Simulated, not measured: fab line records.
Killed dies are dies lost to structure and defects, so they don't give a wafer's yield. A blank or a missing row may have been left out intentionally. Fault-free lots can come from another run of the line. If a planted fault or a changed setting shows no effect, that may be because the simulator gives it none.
fab line records	flow nand_harc	part 1 of 2: steps 1 to 4 of 6
[record] lots = 20	wafers = 60	last_day = 33
route steps=1302 shown A_STAIRCASE@668
lots untouched by any fault: they come from a run of this same line in which no faults occurred
start_h: the number of hours between the record's first day and the start of the first shown wafer of the lot	wait_h: how many hours have passed since the lot's step before this one	" the same as in the row above	L1.1+2: one row covering several wafers at once	- no value, or no start was given	* or withheld: withheld	< > ~ a bound
route shown NAME@n: names a module that has steps shown in the file, with the first one's number in the route	usual: mean/standard deviation taken from wafers without a fault	same: alike in all rows	chamber/n: place in a boat	sites: the reading at each site	_std_site: their standard deviation	_edge_site: inner sites' mean taken away from outer sites' mean	radius_mm: for every site, how far away it sits from the centre of the wafer	mask NAME#n: copy n	behind: the tool/chamber that last shaped the wafer	hold: reason for holding the lot/hours on hold/outcome of the hold	device: the n, p or np transistor that did not switch	end of line: at the end of the route, the tests of the same wafers	where a step has no rows: the recipe by itself	killed: the dies lost at the first sort to structure and to defects; this is not the yield of the wafer	map: the dies of a wafer, with x for killed, . for not killed, _ for no die there
set.NAME: the setting the step ran with; set.NAME@STEP: the setting that earlier step ran with	model.NAME: the simulator's own value behind a step, which no gauge read
route steps across a sampled set of lots; one table per step, one row per wafer
services: a tool's chamber out of use, with start hour (start_h, from the record's first day; less than 0 if before it), hours out, and reason
[[steps]]
[step NHARC_A_STAIRCASE_TRIM_12]
[recipe] time_s = 211.2	o2_flow_sccm = 500	ar_flow_sccm = 0	bias_w = 0	chemistry = O2
[usual] chamber_pressure_mTorr = 60.00/0.057	drypump_motor_current_A = 5.6/0.52	oes_product_au = 0.999/0.008	rf_vpp_V = 57.7/0.86	showerhead_plenum_p_Torr = 3.50/0.13	throttle_valve_pct = 17.036/0.0092
[same] bias_w = 0
lot.wafer	tool	chamber	start_h	wait_h	chamber_pressure_mTorr	drypump_motor_current_A	oes_product_au	rf_hours_counter_h	rf_vpp_V	showerhead_plenum_p_Torr	throttle_valve_pct
L074.3	rie_diel-05	1	348.77	0.1	60.04	5.4	1.014	37	57.5	3.41	17.020
L074.1	"	2	"	"	60.05	5.1	1.011	36	57.1	3.44	17.029
L074.5	"	1	"	"	59.95	5.4	1.024	-	60.4	3.41	17.032
L076.3	rie_diel-13	2	382.74	0.1	60.02	5.2	1.007	9	58.1	3.46	17.029
L076.2	"	3	"	"	59.99	5.2	0.988	10	58.0	3.40	17.030
L076.6	"	3	"	"	60.01	5.2	1.003	-	56.8	3.40	17.052
L078.4	rie_diel-05	3	394.97	0.1	60.04	5.3	1.009	58	58.4	3.51	17.052
L078.2	"	1	"	"	60.06	5.4	1.009	50	56.7	3.40	17.033
L078.6	"	3	"	"	60.02	5.2	1.007	-	57.0	3.51	17.033
L079.1	rie_diel-13	2	416.04	0.1	60.06	5.2	0.989	19	57.4	3.46	17.044
L079.4	"	3	"	"	59.96	5.2	0.988	21	57.3	3.39	17.043
L079.2	"	1	"	"	60.00	5.3	1.002	20	58.1	3.74	17.038
L080.4	rie_diel-05	2	421.82	0.1	60.02	5.1	0.998	1	59.3	3.43	17.030
L080.5	"	1	"	"	60.06	5.4	0.994	-	58.4	3.40	17.025
L080.6	"	2	"	"	59.95	5.1	1.000	-	56.6	3.43	17.024
L081.1	rie_diel-08	3	434.67	0.1	60.02	6.4	0.997	21	58.0	3.58	17.031
L081.2	"	1	"	"	60.15	6.6	1.006	16	58.2	3.33	17.037
L081.5	"	2	"	"	59.97	5.6	1.007	-	58.3	3.80	17.037
L082.1	rie_diel-08	1	443.76	0.1	60.00	6.6	0.997	18	57.7	3.33	17.040
L082.4	"	2	"	"	59.97	5.6	1.002	21	59.3	3.80	17.041
L082.5	"	1	"	"	60.06	6.5	0.998	-	56.2	3.33	17.032
L084.1	rie_diel-08	0	459.62	0.1	60.00	5.3	1.005	23	58.3	3.57	17.046
L084.3	"	2	"	"	59.92	5.6	0.993	25	58.0	3.79	17.044
L084.5	"	3	"	"	60.05	6.5	0.995	-	59.7	3.58	17.048
L085.2	rie_diel-05	3	469.65	0.1	60.08	5.3	0.994	16	57.5	3.49	17.029
L085.1	"	1	"	"	60.15	5.4	0.997	19	57.7	3.39	17.055
L085.5	"	3	"	"	59.96	5.2	0.998	-	57.5	3.50	17.036
L086.3	rie_diel-08	3	473.73	0.2	59.87	6.5	1.008	30	56.9	3.58	17.035
L086.1	"	1	"	"	59.97	6.5	1.000	25	57.4	3.32	17.043
L086.6	"	0	"	"	60.06	5.3	0.998	-	57.2	3.57	17.045
L087.4	rie_diel-13	0	496.52	0.1	59.98	6.3	0.988	46	57.7	3.41	17.036
L087.3	"	1	"	"	59.93	5.3	1.007	51	58.4	3.72	17.036
L087.6	"	0	"	"	59.95	6.4	0.991	-	56.5	3.41	17.038
L088.2	rie_diel-13	3	496.89	0.1	59.99	5.2	0.986	50	58.4	3.38	17.047
L088.1	"	0	"	"	60.05	6.4	0.987	46	57.0	3.41	17.030
L088.6	"	1	"	"	59.96	5.3	1.000	-	58.4	3.72	17.050
L090.3	rie_diel-08	0	511.09	0.1	60.08	5.3	1.013	36	58.5	3.57	17.045
L090.6	"	2	"	"	60.02	5.6	1.005	-	58.6	3.79	17.024
L090.5	"	3	"	"	59.98	6.4	0.986	-	56.7	3.57	17.036
L089.1	rie_diel-13	2	515.06	0.1	60.09	5.2	0.996	60	57.4	3.44	17.045
L089.3	"	3	"	"	60.03	5.2	0.988	59	56.4	3.37	17.032
L089.4	"	0	"	"	59.98	6.4	0.998	54	58.3	3.41	17.027
L091.1	rie_diel-08	3	527.40	0.1	60.11	6.5	1.003	46	57.8	3.57	17.046
L091.4	"	1	"	"	60.03	6.6	1.002	44	57.5	3.31	17.030
L091.3	"	2	"	"	60.03	5.6	0.994	48	58.5	3.78	17.036
L092.2	rie_diel-08	0	530.98	0.1	59.98	5.3	1.014	43	58.2	3.56	17.038
L092.3	"	3	"	"	59.97	6.5	1.007	47	57.9	3.57	17.042
L092.6	"	1	"	"	59.87	6.6	1.001	-	57.3	3.31	17.050
L094.3	rie_diel-05	1	557.83	0.1	60.02	5.4	0.999	55	57.0	3.37	17.024
L094.4	"	3	"	"	60.05	5.2	1.002	49	57.5	3.48	17.025
L094.6	"	2	"	"	59.96	5.1	1.007	-	57.4	3.40	17.027
L095.2	rie_diel-13	1	568.33	0.1	60.10	5.3	1.001	15	57.9	3.71	17.038
L095.4	"	2	"	"	60.00	5.2	0.984	18	56.5	3.43	17.037
L095.6	"	0	"	"	59.99	6.4	0.990	-	58.8	3.40	17.031
L097.3	rie_diel-05	3	571.93	0.1	60.00	5.2	1.005	54	58.9	3.47	17.018
L097.2	"	2	"	"	59.98	5.1	0.995	56	57.2	3.40	17.020
L097.5	"	0	"	"	59.98	5.4	1.005	-	56.8	3.45	17.035
L096.4	rie_diel-08	2	572.12	0.1	60.06	5.6	1.008	6	56.9	3.77	17.025
L096.3	"	3	"	"	60.05	6.5	0.996	6	56.8	3.56	17.030
L096.6	"	2	"	"	59.98	5.6	0.993	-	58.7	3.77	17.036
[step NHARC_A_STAIRCASE_ETCH_13]
[recipe] target_depth_a = 1000	time_s = 40.5	ion_energy_ev = 400	c4f8_flow_sccm = 20	o2_flow_sccm = 10	ar_flow_sccm = withheld	rf_w = 600	bias_w = 1000	chemistry = C4F8/O2
[usual] bias_w = 1000.3/2.8	chamber_pressure_mTorr = 25.002/0.023	oes_product_au = 0.943/0.011	rf_vpp_V = 895/5.1
lot.wafer	tool	chamber	start_h	wait_h	bias_w	chamber_pressure_mTorr	oes_product_au	rf_hours_counter_h	rf_vpp_V
L074.3	rie_diel-05	0	-	-	997.3	25.030	0.931	41	894
L074.1	"	3	"	"	997.5	24.999	0.949	42	895
L074.5	"	1	"	"	1004.3	24.999	0.939	-	892
L076.3	rie_diel-13	2	-	-	1003.8	25.014	0.937	9	893
L076.2	"	3	"	"	1001.3	24.974	0.934	10	891
L076.6	"	1	"	"	1003.1	25.012	0.946	-	904
L078.2	rie_diel-05	0	-	-	1000.6	24.994	0.943	56	895
L078.4	"	2	"	"	1000.5	24.939	0.949	52	893
L078.6	"	0	"	"	999.6	25.042	0.958	-	895
L079.4	rie_diel-13	1	-	-	1002.7	25.000	0.922	20	904
L079.2	"	2	"	"	1000.1	25.058	0.922	19	892
L079.1	"	3	"	"	999.1	25.016	0.925	21	891
L080.4	rie_diel-05	0	-	-	1001.7	25.025	0.944	1	895
L080.5	"	2	"	"	999.1	25.012	0.944	-	891
L080.6	"	3	"	"	998.6	25.002	0.950	-	894
L081.2	rie_diel-08	3	-	-	1001.9	24.951	0.921	21	897
L081.1	"	0	"	"	995.7	25.022	0.927	17	897
L081.5	"	3	"	"	999.7	25.005	0.928	-	898
L082.1	rie_diel-08	3	-	-	998.6	25.027	0.962	23	899
L082.4	"	0	"	"	999.7	25.010	0.963	19	897
L082.5	"	3	"	"	998.3	24.989	0.961	-	898
L084.1	rie_diel-08	1	-	-	998.6	25.018	0.926	22	889
L084.3	"	2	"	"	1006.5	24.974	0.943	25	906
L084.5	"	0	"	"	1001.9	25.030	0.937	-	899
L085.2	rie_diel-05	2	-	-	1000.1	25.002	0.947	17	891
L085.1	"	0	"	"	1000.5	25.006	0.939	19	894
L085.5	"	1	"	"	1001.9	25.027	0.947	-	890
L086.1	rie_diel-08	0	-	-	1004.2	24.996	0.932	27	898
L086.3	"	2	"	"	1006.4	24.971	0.934	28	906
L086.6	"	0	"	"	999.5	24.980	0.930	-	898
L087.4	rie_diel-13	2	-	-	997.4	24.996	0.937	53	894
L087.3	"	3	"	"	1000.2	25.016	0.935	50	890
L087.6	"	2	"	"	999.1	24.999	0.949	-	893
L088.1	rie_diel-13	0	-	-	995.3	25.010	0.939	46	891
L088.2	"	3	"	"	995.7	24.983	0.931	50	890
L088.6	"	0	"	"	996.4	25.005	0.937	-	892
L090.3	rie_diel-08	1	-	-	1005.3	25.019	0.944	35	889
L090.5	"	2	"	"	1000.6	24.995	0.956	-	905
L090.6	"	3	"	"	1006.2	24.992	0.953	-	897
L089.4	rie_diel-13	3	-	-	1002.0	24.997	0.928	59	890
L089.1	"	0	"	"	1003.2	24.974	0.962	54	891
L089.3	"	2	"	"	1003.3	24.970	0.950	60	892
L091.4	rie_diel-08	1	-	-	996.8	24.984	0.927	44	888
L091.3	"	2	"	"	1000.4	24.991	0.939	48	906
L091.1	"	0	"	"	998.1	24.988	0.930	42	896
L092.2	rie_diel-08	3	-	-	995.4	25.009	0.940	47	897
L092.3	"	1	"	"	1001.5	24.993	0.935	47	889
L092.6	"	0	"	"	998.0	24.948	0.945	-	896
L094.3	rie_diel-05	3	-	-	1004.9	24.993	0.955	49	894
L094.4	"	0	"	"	1003.4	24.994	0.961	54	893
L094.6	"	2	"	"	1001.5	24.976	0.937	-	892
L095.2	rie_diel-13	1	-	-	1001.0	25.003	0.934	15	901
L095.4	"	0	"	"	997.5	24.955	0.932	14	891
L095.6	"	1	"	"	999.8	24.974	0.928	-	903
L097.3	rie_diel-05	1	-	-	1000.5	25.009	0.954	59	890
L097.2	"	3	"	"	1003.8	24.989	0.946	54	894
L097.5	"	0	"	"	997.5	25.033	0.955	-	893
L096.4	rie_diel-08	0	-	-	1004.0	25.027	0.953	4	896
L096.3	"	3	"	"	1000.6	25.001	0.941	6	897
L096.6	"	1	"	"	1001.7	25.007	0.950	-	888
[step NHARC_A_STAIRCASE_ETCH_15]
[recipe] target_depth_a = 1000	time_s = 40.5	ion_energy_ev = 400	c4f8_flow_sccm = 20	o2_flow_sccm = 10	ar_flow_sccm = withheld	rf_w = 600	bias_w = 1000	chemistry = C4F8/O2
[usual] bias_w = 999.6/2.9	chamber_pressure_mTorr = 25.003/0.02	oes_product_au = 0.943/0.0095	rf_vpp_V = 895/5.2
lot.wafer	tool	chamber	start_h	wait_h	bias_w	chamber_pressure_mTorr	oes_product_au	rf_hours_counter_h	rf_vpp_V
L074.1	rie_diel-05	3	-	-	998.1	24.970	0.949	42	896
L074.3	"	0	"	"	1002.0	25.030	0.942	42	895
L074.5	"	2	"	"	1000.7	25.011	0.955	-	891
L076.3	rie_diel-13	0	-	-	1003.8	24.975	0.950	12	892
L076.2	"	1	"	"	1001.3	24.997	0.942	11	903
L076.6	"	2	"	"	997.8	25.015	0.939	-	894
L078.4	rie_diel-05	0	-	-	1002.7	25.009	0.968	56	894
L078.2	"	1	"	"	999.6	25.021	0.958	50	890
L078.6	"	2	"	"	1002.0	25.006	0.946	-	892
L079.4	rie_diel-13	2	-	-	998.7	24.997	0.932	19	893
L079.1	"	3	"	"	1003.3	24.964	0.936	21	892
L079.2	"	1	"	"	998.7	24.985	0.933	20	904
L080.4	rie_diel-05	3	-	-	1002.8	25.031	0.950	1	895
L080.5	"	3	"	"	995.6	24.962	0.952	-	896
L080.6	"	0	"	"	996.0	25.015	0.941	-	894
L081.1	rie_diel-08	2	-	-	1000.8	24.998	0.932	20	906
L081.2	"	3	"	"	997.5	24.993	0.935	21	898
L081.5	"	2	"	"	999.8	24.998	0.939	-	905
L082.1	rie_diel-08	2	-	-	998.3	25.006	0.952	21	906
L082.4	"	1	"	"	1002.5	25.018	0.935	18	889
L082.5	"	2	"	"	993.6	25.016	0.946	-	905
L084.1	rie_diel-08	3	-	-	995.5	25.052	0.948	27	899
L084.3	"	1	"	"	1000.7	24.988	0.949	22	888
L084.5	"	2	"	"	999.8	25.028	0.944	-	906
L085.1	rie_diel-05	2	-	-	1001.6	24.978	0.944	17	892
L085.2	"	3	"	"	1009.1	25.000	0.949	16	894
L085.5	"	2	"	"	998.3	25.002	0.948	-	892
L086.3	rie_diel-08	1	-	-	1004.8	25.014	0.932	25	889
L086.1	"	0	"	"	1001.3	25.024	0.939	27	898
L086.6	"	1	"	"	999.1	24.983	0.938	-	888
L087.3	rie_diel-13	2	-	-	995.2	25.019	0.922	53	892
L087.4	"	3	"	"	995.4	25.067	0.941	50	891
L087.6	"	0	"	"	994.9	25.010	0.937	-	890
L088.1	rie_diel-13	0	-	-	1001.1	24.973	0.926	46	892
L088.2	"	1	"	"	995.7	25.010	0.930	51	904
L088.6	"	3	"	"	997.3	24.974	0.928	-	889
L090.3	rie_diel-08	1	-	-	999.5	24.993	0.954	35	888
L090.6	"	2	"	"	1001.3	25.014	0.954	-	905
L090.5	"	3	"	"	999.0	24.976	0.945	-	898
L089.4	rie_diel-13	0	-	-	1000.2	24.996	0.943	55	892
L089.1	"	2	"	"	1002.6	25.037	0.932	60	894
L089.3	"	3	"	"	996.1	25.026	0.941	59	891
L091.4	rie_diel-08	0	-	-	1006.9	25.001	0.935	42	898
L091.3	"	1	"	"	999.2	25.024	0.931	44	889
L091.1	"	2	"	"	997.9	25.010	0.951	48	905
L092.3	rie_diel-08	3	-	-	997.5	25.003	0.954	47	898
L092.2	"	1	"	"	999.0	24.969	0.933	47	888
L092.6	"	0	"	"	1001.5	24.984	0.951	-	898
L094.4	rie_diel-05	2	-	-	997.9	25.012	0.950	51	893
L094.3	"	3	"	"	999.6	24.978	0.941	49	895
L094.6	"	3	"	"	998.7	25.002	0.948	-	894
L095.4	rie_diel-13	2	-	-	999.6	25.035	0.947	18	892
L095.2	"	0	"	"	1000.1	24.978	0.946	14	889
L095.6	"	1	"	"	999.6	24.977	0.943	-	901
L097.3	rie_diel-05	0	-	-	1000.9	25.007	0.954	57	894
L097.2	"	1	"	"	1000.6	24.996	0.956	59	891
L097.5	"	0	"	"	997.7	25.004	0.957	-	894
L096.3	rie_diel-08	1	-	-	1005.0	24.984	0.940	4	888
L096.4	"	2	"	"	1000.2	24.994	0.941	6	905
L096.6	"	1	"	"	1005.4	25.006	0.945	-	888
[step NHARC_A_STAIRCASE_TRIM_24]
[recipe] time_s = 211.2	o2_flow_sccm = 500	ar_flow_sccm = 0	bias_w = 0	chemistry = O2
[usual] chamber_pressure_mTorr = 60.00/0.055	drypump_motor_current_A = 5.7/0.54	oes_product_au = 0.999/0.008	rf_vpp_V = 57.7/0.87	showerhead_plenum_p_Torr = 3.52/0.15	throttle_valve_pct = 17.037/0.0087
[same] bias_w = 0
lot.wafer	tool	chamber	start_h	wait_h	chamber_pressure_mTorr	drypump_motor_current_A	oes_product_au	rf_hours_counter_h	rf_vpp_V	showerhead_plenum_p_Torr	throttle_valve_pct
L074.3	rie_diel-08	3	-	-	60.04	6.5	1.009	49	57.4	3.59	17.027
L074.1	"	0	"	"	59.96	5.3	1.000	46	56.3	3.59	17.048
L074.5	"	1	"	"	60.04	6.5	1.000	-	58.2	3.34	17.057
L076.2	rie_diel-13	1	-	-	59.94	5.3	1.011	12	60.0	3.74	17.041
L076.3	"	2	"	"	59.93	5.2	0.990	10	57.9	3.46	17.036
L076.6	"	0	"	"	60.10	6.4	0.980	-	57.6	3.43	17.014
L078.2	rie_diel-08	2	-	-	60.01	5.6	0.984	5	58.3	3.81	17.047
L078.4	"	0	"	"	59.96	5.3	0.999	6	57.7	3.58	17.048
L078.6	"	2	"	"	59.95	5.6	1.001	-	58.4	3.81	17.021
L079.1	rie_diel-08	2	-	-	60.09	5.6	0.990	9	57.7	3.80	17.043
L079.4	"	3	"	"	59.97	6.4	0.999	11	57.8	3.59	17.029
L079.2	"	1	"	"	60.09	6.6	0.991	10	57.0	3.33	17.035
L080.4	rie_diel-05	2	-	-	60.03	5.1	1.000	2	58.4	3.43	17.030
L080.5	"	3	"	"	59.98	5.3	0.992	-	58.7	3.50	17.034
L080.6	"	0	"	"	59.97	5.4	0.991	-	56.5	3.48	17.035
L081.2	rie_diel-08	2	-	-	60.00	5.6	0.994	20	59.8	3.80	17.051
L081.1	"	3	"	"	60.09	6.5	0.996	22	57.1	3.58	17.037
L081.5	"	2	"	"	60.06	5.6	0.999	-	56.5	3.80	17.040
L082.4	rie_diel-13	1	-	-	60.00	5.3	1.006	28	57.9	3.73	17.033
L082.1	"	2	"	"	60.08	5.2	0.995	31	57.3	3.45	17.028
L082.5	"	2	"	"	60.00	5.2	0.987	-	57.3	3.45	17.020
L084.1	rie_diel-05	2	-	-	59.95	5.1	1.002	14	57.6	3.42	17.034
L084.3	"	3	"	"	59.88	5.2	1.020	13	58.0	3.50	17.019
L084.5	"	2	"	"	59.89	5.1	1.006	-	56.8	3.42	17.058
L085.1	rie_diel-08	0	-	-	59.96	5.3	1.007	26	56.8	3.57	17.055
L085.2	"	2	"	"	59.96	5.6	0.993	28	58.5	3.79	17.034
L085.5	"	0	"	"	59.98	5.3	1.000	-	58.7	3.57	17.037
L086.1	rie_diel-08	2	-	-	59.95	5.6	0.995	29	57.1	3.79	17.046
L086.3	"	1	"	"	60.09	6.6	0.992	25	59.3	3.32	17.048
L086.6	"	2	"	"	59.98	5.6	0.993	-	55.6	3.79	17.034
L087.4	rie_diel-08	0	-	-	60.01	5.3	0.997	33	58.2	3.57	17.018
L087.3	"	2	"	"	59.97	5.6	0.996	36	56.6	3.79	17.041
L087.6	"	0	"	"	59.92	5.3	1.009	-	56.7	3.57	17.039
L088.2	rie_diel-05	2	-	-	60.08	5.1	1.006	26	57.1	3.41	17.041
L088.1	"	0	"	"	60.03	5.4	1.001	31	57.4	3.47	17.030
L088.6	"	1	"	"	59.95	5.4	0.991	-	57.2	3.38	17.066
L090.3	rie_diel-13	0	-	-	59.93	6.4	0.982	53	56.4	3.41	17.029
L090.5	"	1	"	"	60.07	5.3	1.006	-	58.5	3.72	17.037
L090.6	"	2	"	"	59.93	5.2	0.997	-	57.5	3.44	17.039
L089.3	rie_diel-13	0	-	-	60.03	6.4	0.995	55	57.2	3.41	17.036
L089.1	"	2	"	"	59.99	5.2	0.994	61	57.0	3.44	17.037
L089.4	"	3	"	"	59.97	5.3	0.990	59	57.5	3.37	17.028
L091.3	rie_diel-08	2	-	-	60.06	5.6	0.998	48	58.4	3.78	17.033
L091.4	"	3	"	"	60.04	6.5	0.999	46	57.5	3.57	17.035
L091.1	"	1	"	"	59.90	6.5	1.001	45	57.9	3.31	17.024
L092.3	rie_diel-05	3	-	-	60.02	5.3	1.007	40	57.5	3.48	17.045
L092.2	"	1	"	"	59.87	5.4	1.006	44	57.6	3.37	17.040
L092.6	"	2	"	"	59.97	5.1	1.000	-	58.4	3.40	17.030
L094.3	rie_diel-13	1	-	-	60.04	5.3	0.994	14	59.1	3.71	17.042
L094.4	"	2	"	"	59.96	5.2	0.989	17	58.3	3.43	17.046
L094.6	"	2	"	"	59.99	5.3	0.995	-	58.7	3.43	17.033
L095.2	rie_diel-13	0	-	-	60.02	6.4	0.990	15	56.7	3.40	17.031
L095.4	"	1	"	"	60.06	5.3	0.998	16	58.8	3.71	17.044
L095.6	"	0	"	"	60.02	6.4	0.997	-	59.3	3.40	17.025
L097.2	rie_diel-08	1	-	-	59.84	6.5	1.010	5	56.7	3.31	17.036
L097.3	"	2	"	"	59.99	5.6	1.005	7	57.4	3.77	17.048
L097.5	"	2	"	"	59.97	5.6	1.015	-	58.5	3.77	17.034
L096.3	rie_diel-08	3	-	-	60.00	6.5	1.005	7	57.6	3.56	17.035
L096.4	"	1	"	"	60.08	6.6	0.997	5	57.4	3.31	17.050
L096.6	"	3	"	"	60.11	6.5	0.996	-	58.2	3.56	17.026
